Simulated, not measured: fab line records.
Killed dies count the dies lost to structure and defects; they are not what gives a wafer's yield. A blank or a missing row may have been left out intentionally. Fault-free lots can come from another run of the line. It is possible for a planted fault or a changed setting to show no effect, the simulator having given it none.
Which of the tools did it? ; flow n5 finfet ; Sampling: 11 lots, 31 wafers, 2 of 1938 route steps

== WHAT THE GAUGES SHOWED, per wafer ==
N5_BEOL_M7_THK_MEAS_53: measures by xrf.
lot;measured;on;M7_THK (nm)
L899;day 13 14:01;film metro-02;77.1 75.2 80.6
L898;day 13 18:27;film metro-02;78.4 80.4 76.2
L900;day 13 21:17;film metro-01;77.5 78.1
L902;day 13 21:22;film metro-01;74.9 74.6 81.2
L901;day 13 21:54;film metro-02;79.5 77.5 80.5
L912;day 16 14:41;film metro-01;75.2 78.3 74.8
L910;day 16 22:55;film metro-01;72.3 78.1 72.5
L913;day 17 04:56;film metro-02;75.6 79.8 77.5
L916;day 18 00:04;film metro-02;78.5 80.8
L917;day 18 08:03;film metro-02;80.6 82.0 78.9
L920;day 18 23:19;film metro-01;77.9 74.8 78.4

N5_BEOL_M7_INSPECT_58: inspects for defects (darkfield).
lot;measured;on;raw defect count
L899;day 13 14:11;defect inspect-01;57 65 69
L898;day 13 18:37;defect inspect-01;96 72 72
L900;day 13 21:26;defect inspect-01;57 34
L902;day 13 21:31;defect inspect-02;51 68 55
L901;day 13 22:03;defect inspect-02;104 105 77
L912;day 16 14:51;defect inspect-02;74 101 71
L910;day 16 23:04;defect inspect-01;82 94 124
L913;day 17 05:05;defect inspect-02;39 95 57
L916;day 18 00:14;defect inspect-01;83 86
L917;day 18 08:14;defect inspect-01;42 56 55
L920;day 18 23:28;defect inspect-01;33 67 31

== WHAT TOOL EACH LOT RAN ON (gives the tool, then ch and the chambers of the sampled wafers, and finally the start) ==
There is no process step in the record ahead of these readings.

== WHAT THE TOOLS THEMSELVES READ (means of the sampled wafers that have a number; where no wafer has one, the mark that the record gives instead) ==
The record holds no such reading with a usual standard deviation.

== THE ANSWER, worked out from the rows above alone ==
Rule: usual is defined by the lots themselves. Put in order of their means at a reading, lots are off if they are a third of the lots or fewer, leave a main group of 4 or more, and stand apart from it by a gap of 3 or more times the standard deviation of the main group's means; of several such gaps the widest counts. The tables above print the reading to a certain number of digits; a main group whose means all agree to those digits is not used. Also off: a lot with no number at a reading for which 4 or more lots have one. All remaining lots with rows at the step are treated as sound. Order of review: gauges by route order, followed by the tools' own readings, for which a lot's mean as printed above is used. At the first step where some lot is off, the reading lying furthest off is the one used; lots without a number count as furthest.
No lot is off on any of the readings shown, so nothing can be concluded from this.

== WHAT THE SIMULATOR PUT IN ==
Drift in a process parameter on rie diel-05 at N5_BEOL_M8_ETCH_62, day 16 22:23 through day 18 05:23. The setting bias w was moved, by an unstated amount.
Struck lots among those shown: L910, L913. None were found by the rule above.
